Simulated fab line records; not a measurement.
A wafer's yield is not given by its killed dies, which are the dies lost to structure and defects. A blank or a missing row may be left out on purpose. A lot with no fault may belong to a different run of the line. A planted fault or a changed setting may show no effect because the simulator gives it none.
Split-lot trial	flow n5-finfet	21 wafers read across 7 lots, on a route 1938 steps long

== THE SPLIT ==
At N5_BEOL_M5_COAT_22 (resist thk 30 nm), the setting spin-rpm was moved away from the recipe's 1500 rpm on 5 of the 21 wafers read, by +2.9% to +10.3%. The other wafers ran this setting at the recipe's value.

== FROM THE SPLIT TO THE READING: what the file shows between them, 6 steps ==
- N5_BEOL_M5_EBR_24
- N5_BEOL_M5_SOFTBAKE_23: time 60 s
- N5_BEOL_M5_EXPOSE_25: exposes mask V4, defocus 10 nm
- N5_BEOL_M5_PEB_26: peb time 60 s
- N5_BEOL_M5_DEVELOP_27: develop time 30 s
- N5_BEOL_M5_DESCUM_33: chemistry O2, time 7 s

== THE READING ==
CAR-EUV_of_BEOL_M5_COAT_22.thk-nm (the simulator's own value, which no gauge read), in nm, at N5_BEOL_M5_ETCH_75 (etches underlayer in N2/H2, target depth 6.5 nm, time 5.2 s). No usual value for it is given in the file. Average 20.3 nm, standard deviation 0.099 nm, over the 16 wafers here run with the recipe.

wafer	tool, chamber at the split	spin-rpm as run, rpm	against the recipe	CAR-EUV_of_BEOL_M5_COAT_22.thk-nm, nm	against lot-mates on the recipe
L074.2	litho-track-03, 0	1500	recipe	20.4	-
L074.3	litho-track-03, 0	1500	recipe	20.4	-
L074.6	litho-track-03, 0	1500	recipe	20.4	-
L081.3	litho-track-01, 0	1544	+2.9%	20	-0.4
L081.4	litho-track-01, 0	1500	recipe	20.4	-
L081.6	litho-track-01, 0	1544	+2.9%	19.8	-0.6
L084.1	litho-track-01, 0	1552	+3.5%	19.8	-0.4
L084.3	litho-track-01, 0	1500	recipe	20.2	-
L084.4	litho-track-01, 0	1500	recipe	20.2	-
L087.1	litho-track-01, 0	1500	recipe	20.2	-
L087.2	litho-track-01, 0	1500	recipe	20.2	-
L087.5	litho-track-01, 0	1500	recipe	20.2	-
L090.2	litho-track-01, 0	1500	recipe	20.4	-
L090.5	litho-track-01, 0	1655	+10.3%	19	-1.4
L090.6	litho-track-01, 0	1655	+10.3%	19	-1.4
L093.2	litho-track-02, 0	1500	recipe	20.2	-
L093.3	litho-track-02, 0	1500	recipe	20.2	-
L093.4	litho-track-02, 0	1500	recipe	20.2	-
L091.1	litho-track-03, 0	1500	recipe	20.4	-
L091.6	litho-track-03, 0	1500	recipe	20.4	-
L091.3	litho-track-03, 0	1500	recipe	20.2	-

FIT RESULTS
A straight line over all 21 wafers: CAR-EUV_of_BEOL_M5_COAT_22.thk-nm changes by -0.125 nm for each +1% of spin-rpm; r = -0.97; the points scatter about the line by 0.098 nm.
The same after taking each lot's own level away (the mean of its wafers on the recipe; 21 wafers): -0.136 nm for each +1%; r = -0.99; scatter 0.061 nm.
According to that fit, moving spin-rpm by its largest amount changes the reading by 1.4 nm.
The span of the lots' own levels, 20.20 to 20.40 nm, comes to 2.0 times the standard deviation stated above.
Consequently the slope shifts little with the lot-to-lot level, the two slopes agreeing.
Check: for one of the wafers moved furthest among these (+10.3%), held out of the fit, the line's prediction against its lot-mates is -1.42 nm. Against them it came out at -1.4 nm.

== OTHER SPLITS APPLIED TO THESE WAFERS ==
Before the reading, these wafers also passed through other splits. Each is held against what the fit with the lots' levels taken away leaves over:
other split on the same wafers	wafers away from the commonest value	r with CAR-EUV_of_BEOL_M5_COAT_22.thk-nm (lot level and that fit taken away)
N5_BEOL_M3_COAT_76 spin-rpm	8	+0.33
N5_BEOL_M4_ILD_DEP_00 time-s	5	+0.06
N5_BEOL_M4_COAT_73 spin-rpm	8	-0.09
N5_BEOL_M5_ILD_DEP_00 time-s	6	+0.02

== THE WHOLE CHAIN: every reading that the file lists as answering this split, in the file's order ==
step	what it does	reading	change (the file's fit)	r (the file's)
N5_BEOL_M5_COAT_22	resist thk 30 nm	CAR-EUV_of_BEOL_M5_COAT_22.thk-nm (the simulator's own value, which no gauge read)	-0.134 nm for each +1% of the setting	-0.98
N5_BEOL_M5_DEVELOP_27	develop time 30 s	CAR-EUV_of_BEOL_M5_COAT_22.thk-nm (the simulator's own value, which no gauge read)	-0.15 nm for each +1% of the setting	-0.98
N5_BEOL_M5_ETCH_75	etches underlayer in N2/H2, target depth 6.5 nm, time 5.2 s	CAR-EUV_of_BEOL_M5_COAT_22.thk-nm (the simulator's own value, which no gauge read)	-0.136 nm for each +1% of the setting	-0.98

== FILE'S OWN FIT ==
CAR-EUV_of_BEOL_M5_COAT_22.thk-nm changes by -0.136 nm for each +1% of spin-rpm, r = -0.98.
